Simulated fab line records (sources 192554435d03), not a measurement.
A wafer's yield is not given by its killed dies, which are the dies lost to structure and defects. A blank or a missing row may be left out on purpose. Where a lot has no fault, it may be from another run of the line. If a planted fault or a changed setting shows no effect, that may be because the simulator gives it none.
Chamber matching / flow n5Finfet / pecvd-04 running N5_BEOL_M1_DEP_57: 3 sister chambers
The step deposits SiCN from 3MS/NH3, target thk 8 nm, time 14 s. 3 wafers are shown with their chamber, then 8 later ones without.

== WAFERS WITH THEIR CHAMBER ==
wafer=L087.1; chamber=0; throttleValvePct (%)=10.3
wafer=L087.5; chamber=2; throttleValvePct (%)=8.5
wafer=L090.3; chamber=1; throttleValvePct (%)=8.7

== WAFERS WITHOUT THEIR CHAMBER ==
wafer=L090.4; throttleValvePct (%)=10.3
wafer=L090.6; throttleValvePct (%)=8.5
wafer=L095.3; throttleValvePct (%)=8.7
wafer=L095.5; throttleValvePct (%)=8.6
wafer=L095.6; throttleValvePct (%)=8.5
wafer=L097.1; throttleValvePct (%)=10.2
wafer=L097.5; throttleValvePct (%)=8.9
wafer=L097.6; throttleValvePct (%)=8.4

== WHICH CHAMBER EACH WENT THROUGH ==
wafer=L090.4; from the rows above=0; in truth=0
wafer=L090.6; from the rows above=2; in truth=2
wafer=L095.3; from the rows above=1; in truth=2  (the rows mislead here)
wafer=L095.5; from the rows above=can't be placed: 1 or 2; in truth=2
wafer=L095.6; from the rows above=2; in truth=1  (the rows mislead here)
wafer=L097.1; from the rows above=0; in truth=0
wafer=L097.5; from the rows above=1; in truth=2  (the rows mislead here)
wafer=L097.6; from the rows above=2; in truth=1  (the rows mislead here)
3 of 8 placed correctly. Not placeable from these rows: 1 (in 1, the candidates include the true chamber). 4 placed wrongly.
How it was worked out, from the rows above alone: a wafer's distance from a chamber is the root of the sum, over the readings, of the square of ((its reading less the chamber's mean) divided by the reading's scatter). If the next closest chamber is less than 2 further off than the closest, the wafer can't be placed; otherwise it belongs to the closest. A chamber's mean is the mean of its shown wafers. The scatter: root of mean squared gap, hidden wafer to nearest shown wafer, with one shown wafer a chamber.
